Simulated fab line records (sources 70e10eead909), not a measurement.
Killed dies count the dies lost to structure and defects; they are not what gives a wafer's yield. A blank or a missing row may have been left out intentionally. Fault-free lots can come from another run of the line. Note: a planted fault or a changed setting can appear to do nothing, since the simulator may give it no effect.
fab line records	flow nandHarc
record: lots: 5	wafers: 15	lastDay: 33
route steps=1302 shown A_BONDPAD@1208 HYBRID_BOND@1237 THIN_TSV@1244 END@1302
lots that met no fault: taken from a fault-free run of the same line
startH: start of the lot's first displayed wafer, in hours after the record's first day	waitH: time in hours since the lot's previous step	" unchanged from the row above	L1.1+2: a single row standing in for several wafers	- no value present, or no start provided	* or withheld: withheld	< > ~ a bound
route shown NAME@n: a module of which the file shows steps, and the number in the route of the first	usual: mean/standard deviation taken from wafers without a fault	same: alike in all rows	chamber/n: place in a boat	sites: each site's reading	_std_site: standard deviation across them	_edge_site: outer sites' mean less inner sites'	radiusMm: for every site, how far away it sits from the centre of the wafer	mask NAME#n: copy n	behind: the tool/chamber that last shaped the wafer	hold: cause of the lot's hold/its duration in hours/its outcome	device: the n, p or np transistor that did not switch	end of line: the route-end tests of the same wafers	a step without rows: its recipe alone	killed: at the first sort, the dies lost to defects and structure; wafer yield is something else	map: a wafer's dies, x killed, . not, _ none there
set.NAME: the setting that was run; set.NAME@STEP: the one run at that earlier step	model.NAME: the simulator's own value behind a step, which no gauge read
a table for each step, a row for each wafer; lots at some steps of the route
services: a tool's chamber out of use, with start hour (startH, from the record's first day; less than 0 if before it), hours out, and reason
== steps ==
step: NHARC_A_BONDPAD_COAT_33
recipe: tempC: 200	timeS: 65
step: NHARC_A_BONDPAD_COAT_03
recipe: spinRpm: 2000	resistThkNm: 600
step: NHARC_A_BONDPAD_SOFTBAKE_04
recipe: tempC: 125	timeS: 70
step: NHARC_A_BONDPAD_EBR_05
step: NHARC_A_BONDPAD_EXPOSE_06
recipe: na: 0.55	doseMj: 36.99	maskId: A_BPAD
step: NHARC_A_BONDPAD_PEB_07
recipe: pebTempC: 128	pebTimeS: 80
step: NHARC_A_BONDPAD_DEVELOP_08
recipe: timeS: 50	devTempC: 22
step: NHARC_A_BONDPAD_CD_MEAS_09
recipe: targetCdNm: 500	landingEnergyEv: 500
usual: cdNm: 501.9/2.3
lot.wafer	tool	chamber	startH	waitH	cdNm
L650.3	cdSem-03	0	531.02	-	503.4
L650.4	"	0	"	"	505.2
L650.6	"	0	"	"	504.2
L652.1	cdSem-01	0	548.17	-	501.6
L652.4	"	0	"	"	506.2
L652.5	"	0	"	"	505.6
L662.3	cdSem-01	0	681.47	-	500.1
L662.4	"	0	"	"	505.7
L662.5	"	0	"	"	500.5
L672.4	cdSem-03	0	743.04	-	501.8
L672.5	"	0	"	"	500.0
L672.6	"	0	"	"	500.4
L671.1	cdSem-01	0	743.64	-	500.4
L671.2	"	0	"	"	502.8
L671.4	"	0	"	"	497.4
step: NHARC_A_BONDPAD_OVL_MEAS_35
usual: overlayXNm: 0/6	overlayYNm: 1/5.1
lot.wafer	tool	chamber	startH	waitH	overlayXNm	overlayYNm
L650.3	overlay-01	-	531.11	-	0	-9
L650.4	"	-	"	"	-1	-10
L650.6	"	-	"	"	0	-10
L652.1	overlay-01	-	548.25	-	-3	-6
L652.4	"	-	"	"	-3	-6
L652.5	"	-	"	"	-3	-6
L662.3	overlay-01	-	681.55	-	-1	0
L662.4	"	-	"	"	-1	0
L662.5	"	-	"	"	-1	0
L672.4	overlay-01	-	743.12	-	-5	3
L672.5	"	-	"	"	-5	3
L672.6	"	-	"	"	-5	2
L671.1	overlay-02	-	743.73	-	-2	-2
L671.2	"	-	"	"	-2	-2
L671.4	"	-	"	"	-2	-2
step: NHARC_A_BONDPAD_HARDBAKE_10
recipe: tempC: 118	timeS: 65
step: NHARC_A_BONDPAD_DESCUM_11
recipe: timeS: 3	o2FlowSccm: 200	arFlowSccm: 0	biasPowerW: 0	chemistry: O2
step: NHARC_A_BONDPAD_ETCH_34
recipe: targetDepthA: 600	overetchA: 180	timeS: 65.91	ionEnergyEv: 200	n2FlowSccm: 150	h2FlowSccm: 150	arFlowSccm: 0	rfW: 400	biasW: 150	chemistry: N2/H2
step: NHARC_A_BONDPAD_ETCH_12
recipe: targetDepthA: 2200	timeS: 110	chf3FlowSccm: 50	o2FlowSccm: 10	arFlowSccm: 200	rfW: 500	biasW: 200	chemistry: CHF3/O2
usual: biasW: 200.0/0.55	drypumpMotorCurrentA: 6.2/0.39	mfcArSccm: 200.0/0.54	oesProductAu: 0.944/0.026	rfVppV: 370.8/2.5	showerheadPlenumPTorr: 2.41/0.11	throttleValvePct: 20.572/0.0086
lot.wafer	tool	chamber	startH	waitH	biasW	drypumpMotorCurrentA	mfcArSccm	oesProductAu	rfHoursCounterH	rfVppV	showerheadPlenumPTorr	throttleValvePct
L650.4	rieDiel-10	3	531.40	-	199.9	6.2	200.2	0.959	3	373.8	2.57	20.579
L650.3	"	1	"	"	199.3	6.5	200.6	0.958	3	371.5	2.43	20.575
L650.6	"	3	"	"	200.2	6.2	201.1	0.957	-	373.7	2.57	20.578
L652.4	rieDiel-02	2	548.56	-	200.5	6.5	200.5	0.927	25	370.3	2.39	20.573
L652.1	"	1	"	"	200.3	6.5	199.9	0.921	18	369.6	2.37	20.584
L652.5	"	2	"	"	199.6	6.4	200.7	0.922	-	370.7	2.39	20.557
L662.4	rieDiel-10	0	681.87	-	199.8	5.7	200.2	0.941	2	367.0	2.26	20.573
L662.3	"	1	"	"	200.4	6.5	199.9	0.926	2	371.7	2.43	20.566
L662.5	"	2	"	"	199.6	5.8	201.3	0.915	-	372.8	2.46	20.555
L672.4	rieDiel-02	0	743.43	-	199.8	6.2	199.4	0.925	24	373.3	2.51	20.575
L672.5	"	3	"	"	200.5	6.6	199.8	0.922	-	366.4	2.24	20.578
L672.6	"	0	"	"	200.8	6.2	201.0	0.923	-	374.3	2.51	20.572
L671.2	rieDiel-02	2	744.03	-	200.7	6.5	199.9	0.917	24	370.7	2.38	20.574
L671.1	"	3	"	"	199.8	6.6	199.7	0.923	20	366.1	2.24	20.563
L671.4	"	0	"	"	199.7	6.2	199.0	0.931	24	371.4	2.51	20.564
step: NHARC_A_BONDPAD_CD_MEAS_13
usual: cdNm: 501.0/2.5
lot.wafer	tool	chamber	startH	waitH	cdNm
L650.3	cdSem-03	-	531.55	-	502.8
L650.4	"	-	"	"	504.6
L650.6	"	-	"	"	503.7
L652.1	cdSem-01	-	548.70	-	499.9
L652.4	"	-	"	"	503.9
L652.5	"	-	"	"	503.5
L662.3	cdSem-03	-	682.00	-	499.0
L662.4	"	-	"	"	505.6
L662.5	"	-	"	"	500.1
L672.4	cdSem-02	-	743.57	-	501.1
L672.5	"	-	"	"	499.1
L672.6	"	-	"	"	498.5
L671.1	cdSem-03	-	744.17	-	499.1
L671.2	"	-	"	"	500.9
L671.4	"	-	"	"	495.5
step: NHARC_A_BONDPAD_STRIP_15
recipe: o2FlowSccm: 500	arFlowSccm: 0	biasW: 0	chemistry: O2
step: NHARC_A_BONDPAD_ETCH_24
recipe: targetDepthA: 300	overEtchFrac: 0.3	timeS: 72.99	ionEnergyEv: 150	cf4FlowSccm: 50	n2FlowSccm: 100	arFlowSccm: 150	rfW: 300	biasW: 100	chemistry: CF4/N2
usual: biasW: 100.0/0.31	drypumpMotorCurrentA: 6.2/0.39	mfcArSccm: 149.9/0.43	oesProductAu: 1.000/0.012	rfVppV: 314.3/2.2	showerheadPlenumPTorr: 2.63/0.12	throttleValvePct: 19.795/0.0097
lot.wafer	tool	chamber	startH	waitH	biasW	drypumpMotorCurrentA	mfcArSccm	oesProductAu	rfHoursCounterH	rfVppV	showerheadPlenumPTorr	throttleValvePct
L650.4	rieDiel-10	3	-	-	100.0	6.2	149.4	1.000	3	317.4	2.81	19.789
L650.3	"	0	"	"	99.9	5.7	149.1	1.018	3	310.0	2.47	19.780
L650.6	"	2	"	"	99.8	5.8	149.7	1.029	-	314.9	2.69	19.783
L652.1	rieDiel-10	3	-	-	99.2	6.3	149.6	1.010	3	316.4	2.81	19.793
L652.4	"	0	"	"	100.8	5.7	150.3	1.019	3	312.0	2.47	19.786
L652.5	"	3	"	"	99.5	6.2	150.6	1.011	-	317.5	2.81	19.794
L662.3	rieDiel-02	0	-	-	100.4	6.2	150.2	0.985	15	316.5	2.75	19.805
L662.4	"	1	"	"	99.9	6.6	150.7	0.995	17	312.8	2.59	19.801
L662.5	"	3	"	"	99.9	6.6	150.3	0.988	-	311.9	2.45	19.800
L672.4	rieDiel-10	1	-	-	99.9	6.5	149.9	1.002	4	313.2	2.65	19.802
L672.5	"	1	"	"	99.7	6.4	149.2	1.004	-	314.8	2.65	19.793
L672.6	"	2	"	"	100.0	5.8	149.6	1.002	-	314.3	2.69	19.807
L671.4	rieDiel-09	1	-	-	99.5	6.1	149.4	0.994	24	314.1	2.56	19.794
L671.2	"	3	"	"	100.6	5.2	150.4	1.002	19	314.0	2.54	19.798
L671.1	"	0	"	"	100.0	5.7	149.8	0.992	23	315.7	2.75	19.786
step: NHARC_A_BONDPAD_STRIP_16
recipe: timeS: 600	tempC: 30	chemistry: postEtchResidueRemover
step: NHARC_A_BONDPAD_DEGAS_25
recipe: tempC: 300	timeS: 60
usual: heaterPowerW: 475/60
lot.wafer	tool	chamber	startH	waitH	heaterPowerW
L650.4	pvdSputter-01	-	532.18	-	486
L650.3	"	-	"	"	448
L650.6	"	-	"	"	424
L652.1	pvdSputter-02	-	549.37	-	618
L652.4	"	-	"	"	464
L652.5	"	-	"	"	449
L662.3	pvdSputter-01	-	682.62	-	499
L662.4	"	-	"	"	461
L662.5	"	-	"	"	488
L672.4	pvdSputter-01	-	744.19	-	475
L672.5	"	-	"	"	430
L672.6	"	-	"	"	494
L671.1	pvdSputter-03	-	744.80	-	490
L671.4	"	-	"	"	467
L671.2	"	-	"	"	500
step: NHARC_A_BONDPAD_PRE_CLEAN_26
recipe: timeS: 30	tempC: 280	gas: H2/He
step: NHARC_A_BONDPAD_PVD_17
recipe: targetThkA: 50	biasV: 168.6	powerW: 15000	chamberPressurePa: 0.12	timeS: 8.06	substrateTempC: 50	material: TaN
step: NHARC_A_BONDPAD_PVD_27
recipe: targetThkA: 300	chamberPressurePa: 5	powerW: 5000	substrateTempC: 30	timeS: 20.49	material: Cu
step: NHARC_A_BONDPAD_ECD_18
recipe: targetThkA: 4000	bathTempC: 25	material: Cu
step: NHARC_A_BONDPAD_ANNEAL_28
recipe: tempC: 225	timeS: 90
usual: wafer_temp_C_max: 225.78/0.22
lot.wafer	tool	chamber	startH	waitH	wafer_temp_C_max
L650.3	rtpAnneal-01	0	533.01	-	225.83
L650.4	"	0	"	"	225.66
L650.6	"	0	"	"	225.76
L652.1	rtpAnneal-02	0	550.11	0.3	225.77
L652.4	"	0	"	"	225.52
L652.5	"	0	"	"	225.86
L662.3	rtpAnneal-01	0	683.51	-	225.75
L662.4	"	0	"	"	225.59
L662.5	"	0	"	"	225.49
L672.4	rtpAnneal-01	0	745.07	-	225.52
L672.5	"	0	"	"	225.39
L672.6	"	0	"	"	225.64
L671.1	rtpAnneal-01	0	745.53	-	225.85
L671.2	"	0	"	"	225.60
L671.4	"	0	"	"	225.55
step: NHARC_A_BONDPAD_CMP_19
recipe: tOverpolishS: 30	cuRecessTouchS: 16	targetThkNm: 169.82
step: NHARC_A_BONDPAD_THK_MEAS_20
recipe: thkMeasGauge: xrf
usual: thkNm: 169.6/1.7
lot.wafer	tool	chamber	startH	waitH	thkNm
L650.3	filmMetro-01	-	533.57	-	168.0
L650.4	"	-	"	"	170.8
L650.6	"	-	"	"	168.5
L652.1	filmMetro-01	-	550.78	-	170.5
L652.4	"	-	"	"	169.5
L652.5	"	-	"	"	171.2
L662.3	filmMetro-01	-	684.08	-	171.1
L662.4	"	-	"	"	172.9
L662.5	"	-	"	"	172.1
L672.4	filmMetro-02	-	745.58	-	171.4
L672.5	"	-	"	"	169.9
L672.6	"	-	"	"	168.4
L671.1	filmMetro-02	-	746.20	-	171.3
L671.2	"	-	"	"	173.8
L671.4	"	-	"	"	171.2
step: NHARC_A_BONDPAD_SRD_21
recipe: timeS: 30	tempC: 23	dryTimeS: 20	spinRpm: 1500
step: NHARC_HYBRID_BOND_ACTIVATE_00
recipe: timeS: 60	n2FlowSccm: 200	arFlowSccm: 0	biasPowerW: 0	chemistry: N2
step: NHARC_HYBRID_BOND_PRECLEAN_01
recipe: timeS: 300	tempC: 23	chemistry: DIW
step: NHARC_HYBRID_BOND_SRD_02
recipe: timeS: 30	tempC: 23	dryTimeS: 20	spinRpm: 1500
step: NHARC_HYBRID_BOND_BOND_03
recipe: tempC: 25
step: NHARC_HYBRID_BOND_ANNEAL_04
recipe: tempC: 300	timeS: 7200	rampUpCPerMin: 5	rampDownCPerMin: 3	idleTempC: 100	pressureAtm: 1
step: NHARC_HYBRID_BOND_OVL_MEAS_05
usual: overlayXNm: -1/31	overlayYNm: -3/32
lot.wafer	tool	chamber	startH	waitH	overlayXNm	overlayYNm
L650.3	overlay-02	-	544.22	0.4	14	18
L650.4	"	-	"	"	-3	-7
L650.6	"	-	"	"	6	44
L652.1	overlay-01	-	560.50	0.4	-31	7
L652.4	"	-	"	"	23	-29
L652.5	"	-	"	"	5	8
L662.3	overlay-01	-	693.75	0.4	-1	20
L662.4	"	-	"	"	-20	26
L662.5	"	-	"	"	28	16
L672.4	overlay-02	-	753.06	0.4	-55	-39
L672.5	"	-	"	"	-12	-53
L672.6	"	-	"	"	-20	9
L671.1	overlay-02	-	753.07	0.4	-17	48
L671.2	"	-	"	"	-8	18
L671.4	"	-	"	"	-47	3
step: NHARC_THIN_TSV_GRIND_00
recipe: targetThkUm: 6
usual: motorCurrentA: 12.000/0.024
lot.wafer	tool	chamber	startH	waitH	motorCurrentA
L650.3	grinder-01	0	544.82	0.5	12.002
L650.4	"	0	"	"	12.044
L650.6	"	0	"	"	12.013
L652.1	grinder-01	0	560.70	0.1	11.971
L652.4	"	0	"	"	12.030
L652.5	"	0	"	"	12.020
L662.3	grinder-01	0	694.34	0.5	12.035
L662.4	"	0	"	"	11.995
L662.5	"	0	"	"	11.973
L672.4	grinder-01	0	755.03	1.9	12.023
L672.5	"	0	"	"	12.045
L672.6	"	0	"	"	11.970
L671.1	grinder-01	0	755.63	2.5	12.015
L671.2	"	0	"	"	12.028
L671.4	"	0	"	"	12.031
step: NHARC_THIN_TSV_CMP_01
recipe: targetThkUm: 3
usual: motorCurrentA: 12.5/0.81
lot.wafer	tool	chamber	startH	waitH	motorCurrentA
L650.4	cmp-01	2	545.67	0.5	12.8
L650.3	"	3	"	"	12.2
L650.6	"	2	"	"	13.1
L652.1	cmp-02	1	561.95	1.0	12.4
L652.4	"	3	"	"	13.6
L652.5	"	2	"	"	11.6
L662.4	cmp-02	2	695.21	0.5	12.1
L662.3	"	3	"	"	13.5
L662.5	"	1	"	"	13.2
L672.4	cmp-04	2	755.68	0.4	12.8
L672.5	"	1	"	"	11.6
L672.6	"	2	"	"	11.9
L671.4	cmp-02	0	756.83	0.4	12.1
L671.2	"	2	"	"	12.7
L671.1	"	3	"	"	13.5
step: NHARC_THIN_TSV_THK_MEAS_02
recipe: thkMeasGauge: ir
usual: thkNm: 2974/230
lot.wafer	tool	chamber	startH	waitH	thkNm
L650.3	filmMetro-01	-	545.91	-	3264
L650.4	"	-	"	"	3203
L650.6	"	-	"	"	3154
L652.1	filmMetro-02	-	562.22	0.2	2659
L652.4	"	-	"	"	3164
L652.5	"	-	"	"	2727
L662.3	filmMetro-01	-	695.43	0.2	3369
L662.4	"	-	"	"	3120
L662.5	"	-	"	"	2934
L672.4	filmMetro-02	-	755.92	-	2998
L672.5	"	-	"	"	2984
L672.6	"	-	"	"	3108
L671.1	filmMetro-02	-	757.10	0.2	2919
L671.2	"	-	"	"	3017
L671.4	"	-	"	"	3298
step: NHARC_THIN_TSV_SRD_03
step: NHARC_THIN_TSV_PRECLEAN_41
recipe: timeS: *	tempC: 50	bathAgeMin: 0	chemistry: SC1
step: NHARC_THIN_TSV_SRD_42
step: NHARC_END_SORT_01
recipe: tempC: 25
usual: defectLimitedYield: 92.7/2.6	killedAtArray: 45/18	killedAtOther: 0.9/1.3	killedAtPeriphery: 3.7/2.2	killedDies: 50/18	killedOpen: 3.2/1.9	killedShort: 2.4/1.6	sort_bin_2_pct: 2.5/1.1	sort_bin_3_pct: 0.6/0.36	sort_bin_4_pct: 4.3/1.5	sortNPass: 627/18	sortRimYieldPct: 92/4.3	sortYieldPct: 92.7/2.6
same: grossDies: 677	sort_bin_5_pct[%]: 0	sort_bin_6_pct[%]: 0	sort_bin_7_pct[%]: 0	sort_bin_8_pct[%]: 0	sortRimNGross: 106.00
lot.wafer	tool	chamber	startH	waitH	defectLimitedYield[%]	killedAtArray	killedAtOther	killedAtPeriphery	killedDies	killedOpen	killedShort	sort_bin_2_pct[%]	sort_bin_3_pct[%]	sort_bin_4_pct[%]	sortNPass	sortRimYieldPct[%]	sortYieldPct[%]
L662.3	prober-02	0	713.13	3.1	79.5	137	0	2	139	3	1	8.7	5.6	6.2	538	92	79.5
L662.4	prober-02	0	713.94	3.4	90.3	64	0	2	66	5	2	3.2	0.1	6.4	611	91	90.3
L662.5	prober-02	0	714.75	3.7	91.0	55	0	6	61	3	3	3.1	0.9	5.0	616	89	91.0
killed by level:class
L662.3 A_BONDPAD:unspecified=98 A_CHANNEL_HOLE_D2:chamberFilmFlake=15 A_CHANNEL_HOLE_D1:chamberFilmFlake=13 A_BLC:chamberFilmFlake=2 A_SLIT:chamberFilmFlake=2 A_CONTACT:chamberFilmFlake=2 P_GATE:geometricParticle:short=1 A_ONON_D2:geometricParticle:open=1
L662.4 A_CHANNEL_HOLE_D1:chamberFilmFlake=33 A_CHANNEL_HOLE_D2:chamberFilmFlake=10 A_SLIT:chamberFilmFlake=4 A_CONTACT:chamberFilmFlake=4 A_M1:geometricParticle:open=2 A_DECK1_JOINT:chamberFilmFlake=2 A_STAIRCASE:chamberFilmFlake=2 A_CHANNEL_FILL_D1:geometricParticle:short=1
L662.5 A_CHANNEL_HOLE_D2:chamberFilmFlake=23 A_CHANNEL_HOLE_D1:chamberFilmFlake=15 A_STAIRCASE:chamberFilmFlake=4 P_STI:chamberFilmFlake=3 A_WL_FILL:chamberFilmFlake=3 A_CONTACT:chamberFilmFlake=3 A_SLIT:chamberFilmFlake=2 P_CONTACT:geometricParticle:short=1
map L662.3 (x killed, . not)
____________.____________
_________......._________
_______..........._______
______.............______
_____.......x......._____
____.................____
____.................____
___.......xx..........___
___....xx.xxxx........___
__.....xxxxxx......x...__
__.....xxxxxxx.........__
_.....xxxxxxxx.........._
_......xxxxxxxx........._
_.....xxxxxxxxxx........_
_x...xxxxxxxxxx........._
_...x.xxxxxxxxx........._
......xxxxxxxxxx.......x.
......xxxxxxxxx..........
......xxxxxxxxx......x...
.......xxxxxxx...........
......xxxxxxx............
_........xxxx..........._
_........xx............._
_..............xx......._
_...x................x.._
_...................x.x._
__...................xx__
__...................xx__
___..................x___
___................xxx___
____..x.............x____
____.......x........x____
_____..............._____
______.....x.......______
_______..........._______
_________......._________
____________.____________
map L650.6 (x killed, . not)
____________.____________
_________......._________
_______........xx._______
______.............______
_____..............._____
____.........x.......____
____.................____
___..............x..x.___
___...................___
__.....................__
__....................x__
_...x..........x.x......_
_.x.xx.................._
_..xx.x........x..x....._
_xxx..x................._
_..xxx.x................_
..xxxxxx............x...x
..x..x.x.................
...xxx...........x.......
..xx.....................
.x.xx.x..................
_..x...................._
_x......................_
_......................._
_...........x..........._
_......................._
__..x..................__
__..............x......__
___.x.................___
___..........x........___
____.................____
____.................____
_____.x............._____
______.............______
_______..........._______
_________......._________
____________.____________
== services ==
tool	chamber	startH	hours	kind
rieDiel-02	0	513.70	3.2	repair
cmp-02	-	527.24	0.3	repair
cmp-02	-	531.82	4.0	pm
grinder-01	-	543.01	0.9	repair
cmp-02	-	551.25	0.7	repair
pvdSputter-01	-	561.65	1.5	repair
rieDiel-02	-	571.04	9.0	pm
rieDiel-10	3	579.86	1.5	repair
cmp-02	-	581.41	0.9	repair
pvdSputter-01	-	582.00	10.0	pm
rieDiel-10	0	592.31	5.1	repair
rieDiel-10	-	596.52	9.0	pm
cmp-02	-	599.34	4.6	repair
rieDiel-02	3	603.32	5.1	repair
pvdSputter-01	-	622.57	2.0	repair
cmp-02	-	629.82	4.0	pm
cmp-02	-	654.38	4.8	repair
pvdSputter-01	-	685.11	3.2	repair
rieDiel-10	-	720.93	0.7	repair
pvdSputter-01	-	721.07	3.1	repair
cmp-02	-	727.91	4.0	pm
grinder-01	-	736.00	8.0	pm
rieDiel-02	-	748.04	9.0	pm
grinder-01	-	748.69	1.5	repair
== key ==
firstSign: step: NHARC_END_SORT_01	reading: defectLimitedYield	direction: down	sigmas: 5	usual: 92.7	struck: 79.5
effect: step: NHARC_END_SORT_01	reading: killedDies	direction: up	sigmas: 5	usual: 50	struck: 139
moreKillsBornAt: NHARC_A_BONDPAD_ETCH_12@rieDiel-10: 98
metAt NHARC_A_BONDPAD_ETCH_12
struckWafers L662.3
onsetBetween 531.40 681.87
fault: kind: chamberParticleSource	tool: rieDiel-10	chamber: 1	onsetH: 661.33	steps: NHARC_A_BONDPAD_ETCH_12	ratePerVisitCm2: 1.8699	endH: 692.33
